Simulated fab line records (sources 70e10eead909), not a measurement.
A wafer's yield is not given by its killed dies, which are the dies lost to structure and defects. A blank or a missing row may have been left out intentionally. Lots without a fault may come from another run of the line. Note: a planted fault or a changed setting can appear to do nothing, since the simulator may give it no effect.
Problem report in the 8D (eight disciplines) form, filled by code + flow nand-harc + the parts of the form that need people (team, actions taken, sign-off) are left out

1. WHAT IS WRONG
At NHARC_END_SORT_01, killed-at-array averages 673 over 6 wafers from 2 lots, while fault-free wafers read 59, standard deviation 17. Relative to the usual mean, that is a shift of +36 standard deviations.
First seen on wafer L629.1, day 29 04:44, on prober-01. The record has a number at this step for 6 wafers belonging to 2 lots. Rule for "out", or "out of limits": more than 4 standard deviations from the usual mean. The other wafers with a number count as sound.

2. WHAT THIS IS AND IS NOT
| question                    | is                           | is not                                            |
|-----------------------------|------------------------------|---------------------------------------------------|
| which readings at this step | killed-at-array, killed-dies | killed-at-other, killed-at-periphery, killed-open |
| which lots                  | L629, L630                   | -                                                 |
| which wafers of those lots  | all that have a number       | -                                                 |
| read on which gauges        | prober-01, prober-02         | -                                                 |
| when                        | from day 29 04:44            | up to then (0 sound wafers)                       |

3. WHAT RULES OUT EACH SUSPECT
Counting: a tool at any process step up to the reading remains a suspect when it ran all the lots that are out and ran no sound lot after the first of those.
- the gauge at NHARC_END_SORT_01 is ruled out. Those wafers that are out were read across 2 gauges (prober-01, prober-02).
- acl-dep-01 at NHARC_A_CHANNEL_HOLE_D1_DEP_00 (deposits aC, target thk 3100 nm): kept. It ran every lot that is out, first L629 (day 12 12:22), and no sound lot after that.
Left after counting: acl-dep-01 at NHARC_A_CHANNEL_HOLE_D1_DEP_00.

4. THE CAUSE (what the simulator had put in)
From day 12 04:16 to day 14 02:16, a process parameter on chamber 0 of acl-dep-01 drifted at NHARC_A_CHANNEL_HOLE_D1_DEP_00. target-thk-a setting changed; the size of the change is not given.
After counting, this tool was the only one left.

5. SEQUENCE OF EFFECTS, ordered by route
Rows list readings where the struck wafers' mean (over those with a number) sits beyond 3 standard deviations from the usual. Only readings for which the record gives a usual standard deviation are gone through. hours: the time from each lot's start at the first step in this table that gives one to its start at this step, as a median over the lots. sigmas: the change in usual standard deviations.
| hours | step              | reading         | usual | on struck wafers | change | sigmas |
|-------|-------------------|-----------------|-------|------------------|--------|--------|
| 0     | NHARC_END_SORT_01 | killed-at-array | 59    | 673              | +614   | +36    |
| 0     | NHARC_END_SORT_01 | killed-dies     | 64    | 677              | +613   | +36    |

6. WHAT WOULD HAVE CAUGHT IT SOONER
408 hours passed between the start of the fault at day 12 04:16 and the first reading out of limits at a measuring or inspecting step in this record, taken at day 29 04:44.
Of the tool readings at NHARC_A_CHANNEL_HOLE_D1_DEP_00 for which the record gives a usual standard deviation, none was out on any struck wafer, so an alarm limit of 4 standard deviations on them would not have fired.
By day 29 04:44, every lot that is out (2) had started NHARC_A_CHANNEL_HOLE_D1_DEP_00 on acl-dep-01. None of them would have been spared by holding the tool at that moment.
